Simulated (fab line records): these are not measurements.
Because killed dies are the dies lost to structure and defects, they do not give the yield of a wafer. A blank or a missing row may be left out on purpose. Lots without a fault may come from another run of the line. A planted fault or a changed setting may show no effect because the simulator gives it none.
Chamber matching || flow n5 finfet || N5_BEOL_M7_CURE_75 on uv cure-03: 3 sister chambers
The step cures SiCOH lowk, time 120 s. 20 wafers are shown with their chamber, then 10 later ones without.

WAFERS WITH THEIR CHAMBER
{"wafer": "L075.1", "chamber": 2, "wafer_temp_C_max": 371.2, "lamp power pct (%)": 52.29}
{"wafer": "L075.5", "chamber": 2, "wafer_temp_C_max": 371.5, "lamp power pct (%)": 52.20}
{"wafer": "L075.6", "chamber": 2, "wafer_temp_C_max": 371.4, "lamp power pct (%)": 52.25}
{"wafer": "L081.1", "chamber": 1, "wafer_temp_C_max": 372.1, "lamp power pct (%)": 52.27}
{"wafer": "L081.2", "chamber": 1, "wafer_temp_C_max": 372.4, "lamp power pct (%)": 52.27}
{"wafer": "L081.5", "chamber": 1, "wafer_temp_C_max": 371.8, "lamp power pct (%)": 52.23}
{"wafer": "L085.1", "chamber": 1, "wafer_temp_C_max": 371.0, "lamp power pct (%)": 52.27}
{"wafer": "L085.4", "chamber": 1, "wafer_temp_C_max": 372.0, "lamp power pct (%)": 52.33}
{"wafer": "L085.5", "chamber": 1, "wafer_temp_C_max": 371.7, "lamp power pct (%)": 52.31}
{"wafer": "L084.3", "chamber": 0, "wafer_temp_C_max": 372.3, "lamp power pct (%)": 52.27}
{"wafer": "L084.4", "chamber": 0, "wafer_temp_C_max": 372.1, "lamp power pct (%)": 52.30}
{"wafer": "L084.5", "chamber": 0, "wafer_temp_C_max": 372.0, "lamp power pct (%)": 52.36}
{"wafer": "L090.3", "chamber": 0, "wafer_temp_C_max": 372.0, "lamp power pct (%)": 52.29}
{"wafer": "L090.5", "chamber": 0, "wafer_temp_C_max": 372.7, "lamp power pct (%)": 52.28}
{"wafer": "L090.6", "chamber": 0, "wafer_temp_C_max": 372.3, "lamp power pct (%)": 52.28}
{"wafer": "L092.3", "chamber": 1, "wafer_temp_C_max": 372.0, "lamp power pct (%)": 52.33}
{"wafer": "L092.4", "chamber": 1, "wafer_temp_C_max": 371.3, "lamp power pct (%)": 52.31}
{"wafer": "L092.5", "chamber": 1, "wafer_temp_C_max": 372.5, "lamp power pct (%)": 52.28}
{"wafer": "L089.2", "chamber": 0, "wafer_temp_C_max": 372.1, "lamp power pct (%)": 52.37}
{"wafer": "L089.4", "chamber": 0, "wafer_temp_C_max": 372.6, "lamp power pct (%)": 52.30}

SIGNATURES (averages over the wafers above)
{"reading": "wafer_temp_C_max", "chamber 0": 372.262, "chamber 1": 371.867, "chamber 2": 371.367, "scatter within a chamber": 0.378}
{"reading": "lamp power pct", "chamber 0": 52.3062, "chamber 1": 52.2889, "chamber 2": 52.2467, "scatter within a chamber": 0.0367}
Rule: a wafer lies at a distance from a chamber equal to the root of the sum of squares, over the readings, of (its reading less the chamber's mean, divided by the reading's scatter). The wafer belongs to the nearest chamber; if the next one is less than 2 further off, it can't be placed. The scatter is the square root of a quotient: the sum, over the shown wafers, of each reading's squared deviation from its chamber's mean, divided by wafers minus chambers.

WAFERS WITHOUT THEIR CHAMBER
{"wafer": "L089.6", "wafer_temp_C_max": 372.5, "lamp power pct (%)": 52.33}
{"wafer": "L095.1", "wafer_temp_C_max": 371.8, "lamp power pct (%)": 52.29}
{"wafer": "L095.4", "wafer_temp_C_max": 371.8, "lamp power pct (%)": 52.26}
{"wafer": "L095.5", "wafer_temp_C_max": 372.2, "lamp power pct (%)": 52.38}
{"wafer": "L097.1", "wafer_temp_C_max": 371.7, "lamp power pct (%)": 52.23}
{"wafer": "L097.2", "wafer_temp_C_max": 372.2, "lamp power pct (%)": 52.25}
{"wafer": "L097.6", "wafer_temp_C_max": 372.1, "lamp power pct (%)": 52.24}
{"wafer": "L096.1", "wafer_temp_C_max": 371.2, "lamp power pct (%)": 52.25}
{"wafer": "L096.2", "wafer_temp_C_max": 372.0, "lamp power pct (%)": 52.25}
{"wafer": "L096.3", "wafer_temp_C_max": 371.8, "lamp power pct (%)": 52.28}

THE CHAMBER EACH PASSED THROUGH
{"wafer": "L089.6", "from the rows above": "can't be placed: 0 or 1", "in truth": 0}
{"wafer": "L095.1", "from the rows above": "can't be placed: 1 or 0 or 2", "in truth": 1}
{"wafer": "L095.4", "from the rows above": "can't be placed: 1 or 2 or 0", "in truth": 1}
{"wafer": "L095.5", "from the rows above": "can't be placed: 0 or 1", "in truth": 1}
{"wafer": "L097.1", "from the rows above": "can't be placed: 2 or 1 or 0", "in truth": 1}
{"wafer": "L097.2", "from the rows above": "can't be placed: 1 or 0 or 2", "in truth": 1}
{"wafer": "L097.6", "from the rows above": "can't be placed: 1 or 0 or 2", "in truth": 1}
{"wafer": "L096.1", "from the rows above": "can't be placed: 2 or 1", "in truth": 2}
{"wafer": "L096.2", "from the rows above": "can't be placed: 1 or 2 or 0", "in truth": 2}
{"wafer": "L096.3", "from the rows above": "can't be placed: 1 or 0 or 2", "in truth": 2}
Correctly placed: 0 of 10. Can't be placed from these rows: 10 (the true chamber is among the candidates in 10). Wrongly placed: 0.
